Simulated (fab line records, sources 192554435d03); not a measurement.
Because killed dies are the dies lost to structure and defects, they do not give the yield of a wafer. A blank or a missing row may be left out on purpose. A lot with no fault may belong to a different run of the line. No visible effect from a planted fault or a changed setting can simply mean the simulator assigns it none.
Split-lot trial | flow n5Finfet | route with 1938 steps; 7 lots, 21 wafers read

THE SPLIT
At N5_SDB_HM_DEP_00 (deposits SiNx from SiH4/NH3/N2, target thk 40 nm, time 35.3 s), the setting timeS was moved away from the recipe's 35.3 s on 5 of the 21 wafers read, by -12.2% to +13.7%. This setting was run at the recipe's value on the other wafers.

FROM THE SPLIT TO THE READING: what the file shows between them, 6 steps
- N5_SDB_COAT_03: time 60 s, resist thk 100 nm
- N5_SDB_COAT_04: time 60 s, resist thk 18 nm
- N5_SDB_STRIP_19: strips in N2/H2
- N5_SDB_STRIP_21: strips in CF4
- N5_SDB_HM_OPEN_20: chemistry CH3F/O2, target SiNx, stops on poly-Si, target depth 24 nm
- N5_SDB_STRIP_22: strips in N2/H2

THE READING
SiNx_of_SDB_HM_DEP_00.thkNm (the simulator's own value, which no gauge read), in nm, at N5_SDB_PRECLEAN_23 (cleans in dHF, time 30 s). The file does not state a usual value for it. The 16 wafers here that ran the recipe average 39.0 nm, standard deviation 0.35 nm.

wafer  | tool, chamber at the split | timeS as run, s | against the recipe | SiNx_of_SDB_HM_DEP_00.thkNm, nm | against lot-mates on the recipe
L074.2 | pecvd-04, 0                | 35.3            | recipe             | 38.8                            | -
L074.4 | pecvd-04, 0                | 35.3            | recipe             | 39.4                            | -
L074.6 | pecvd-04, 2                | 35.3            | recipe             | 39.2                            | -
L075.2 | pecvd-04, 1                | 35.3            | recipe             | 38.2                            | -
L075.5 | pecvd-04, 0                | 35.3            | recipe             | 39                              | -
L075.6 | pecvd-04, 2                | 35.3            | recipe             | 38.8                            | -
L080.1 | pecvd-02, 0                | 30.99           | -12.2%             | 33.4                            | -5.8
L080.4 | pecvd-02, 1                | 35.3            | recipe             | 39.4                            | -
L080.5 | pecvd-02, 2                | 35.3            | recipe             | 39                              | -
L086.2 | pecvd-04, 1                | 35.3            | recipe             | 39.2                            | -
L086.4 | pecvd-04, 0                | 35.3            | recipe             | 39.4                            | -
L086.5 | pecvd-04, 1                | 37.28           | +5.6%              | 42                              | +2.7
L087.1 | pecvd-02, 0                | 40.12           | +13.7%             | 43.8                            | +4.8
L087.2 | pecvd-02, 1                | 40.12           | +13.7%             | 44                              | +5.0
L087.6 | pecvd-02, 0                | 35.3            | recipe             | 39                              | -
L095.1 | pecvd-02, 2,1,0            | 35.3            | recipe             | 39.2                            | -
L095.2 | pecvd-02, 2,1,0            | 35.3            | recipe             | 39.2                            | -
L095.4 | pecvd-02, 2,1,0            | 35.3            | recipe             | 39                              | -
L096.1 | pecvd-01, 0                | 35.3            | recipe             | 38.2                            | -
L096.2 | pecvd-01, 1                | 35.3            | recipe             | 39                              | -
L096.4 | pecvd-01, 1                | 32.18           | -8.8%              | 36.4                            | -2.2
When a row names more than one chamber, that row covers several wafers, and the file does not tell which wafer ran in which chamber.

FIT RESULTS
A straight line over all 21 wafers: SiNx_of_SDB_HM_DEP_00.thkNm changes by +0.383 nm for each +1% of timeS; r = +0.98; the points scatter about the line by 0.48 nm.
The same after taking each lot's own level away (the mean of its wafers on the recipe; 21 wafers): +0.379 nm for each +1%; r = +0.98; scatter 0.47 nm.
That fit puts the effect of the largest move of timeS on the reading at 5.2 nm.
Measured against the standard deviation above, the lots' own levels, which go from 38.60 to 39.30 nm, span 2.0 times it.
The two slopes agree, so the slope changes little with the lot-to-lot level.
Check: for one of the wafers moved furthest among these (+13.7%), held out of the fit, the line's prediction against its lot-mates is +5.35 nm. It came out at +4.8 nm against them.

OTHER SPLITS APPLIED TO THESE WAFERS
Note: prior to the reading, these wafers also went through further splits. Each is held against what the fit with the lots' levels taken away leaves over:
other split on the same wafers | wafers away from the commonest value | r with SiNx_of_SDB_HM_DEP_00.thkNm (lot level and that fit taken away)
N5_SD_EPI_P_EPI_21 timeS       | 8                                    | +0.39

THE WHOLE CHAIN: every reading that the file lists as answering this split, in the file's order
step               | what it does                                                         | reading                                                                      | change (the file's fit)               | r (the file's)
N5_SDB_HM_DEP_00   | deposits SiNx from SiH4/NH3/N2, target thk 40 nm, time 35.3 s        | SiNx_of_SDB_HM_DEP_00.thkNm (the simulator's own value, which no gauge read) | +0.383 nm for each +1% of the setting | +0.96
N5_SDB_HM_OPEN_20  | chemistry CH3F/O2, target SiNx, stops on poly-Si, target depth 24 nm | etch.depthNm (the simulator's own value, which no gauge read)                | +0.386 nm for each +1% of the setting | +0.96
N5_SDB_PRECLEAN_23 | cleans in dHF, time 30 s                                             | SiNx_of_SDB_HM_DEP_00.thkNm (the simulator's own value, which no gauge read) | +0.387 nm for each +1% of the setting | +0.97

FILE'S OWN FIT
SiNx_of_SDB_HM_DEP_00.thkNm changes by +0.387 nm for each +1% of timeS, r = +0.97.
